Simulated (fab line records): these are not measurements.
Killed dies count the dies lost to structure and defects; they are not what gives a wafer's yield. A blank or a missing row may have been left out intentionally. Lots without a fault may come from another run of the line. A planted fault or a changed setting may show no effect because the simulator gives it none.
Matching of chambers    flow nand-harc    rie-diel-10 running NHARC_A_CONTACT_ETCH_91: 4 sister chambers
The step etches the open film in CH3F/O2, target depth 40 nm, time 85.7 s. 14 wafers are shown with their chamber, then 7 later ones without.

WAFERS PAIRED WITH THEIR CHAMBERS
wafer   chamber  showerhead-plenum-p-Torr (Torr)  rf-vpp-V (V)  oes-product-au (a.u.)
L901.1  3        2.33                             241.3         0.926
L901.5  0        2.59                             245.5         0.940
L901.6  1        2.52                             246.0         0.933
L903.1  2        2.32                             242.1         0.920
L903.4  3        2.33                             242.9         0.920
L903.6  3        2.33                             242.3         0.910
L913.3  2        2.31                             241.8         0.917
L913.4  3        2.33                             242.5         0.905
L913.5  3        2.33                             242.7         0.910
L914.2  3        2.32                             240.3         0.920
L914.4  1        2.51                             244.9         0.928
L914.5  0        2.58                             246.7         0.927
L917.1  1        2.51                             245.4         0.934
L917.3  2        2.31                             241.5         0.917

SIGNATURES (means of the wafers above)
reading                   chamber 0  chamber 1  chamber 2  chamber 3  scatter within a chamber
showerhead-plenum-p-Torr  2.5850     2.5133     2.3133     2.3283     0.00516
rf-vpp-V                  246.100    245.433    241.800    242.000    0.808
oes-product-au            0.93350    0.93167    0.91800    0.91517    0.00657
Rule: distance of a wafer from a chamber = root of the sum over the readings of ((wafer's reading minus chamber's mean) / reading's scatter) squared. The wafer belongs to the nearest chamber; if the next one is less than 2 further off, it can't be placed. The scatter: take each reading less its chamber's mean, square it, sum over the shown wafers, divide by the number of wafers less the number of chambers, and take the root.

WAFERS WITHOUT THEIR CHAMBER
wafer   showerhead-plenum-p-Torr (Torr)  rf-vpp-V (V)  oes-product-au (a.u.)
L917.6  2.58                             246.8         0.933
L918.3  2.51                             244.6         0.930
L918.4  2.58                             246.1         0.931
L918.6  2.32                             242.5         0.911
L923.4  2.51                             245.7         0.935
L923.5  2.51                             246.6         0.929
L923.6  2.58                             244.6         0.917

WHICH CHAMBER EACH WENT THROUGH
wafer   from the rows above      in truth
L917.6  0                        0
L918.3  1                        1
L918.4  0                        0
L918.6  can't be placed: 3 or 2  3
L923.4  1                        1
L923.5  1                        1
L923.6  0                        0
Correctly placed: 6 of 7. From these rows, 1 cannot be placed; in 1 the true chamber is one of the candidates. Placed wrongly: 0.
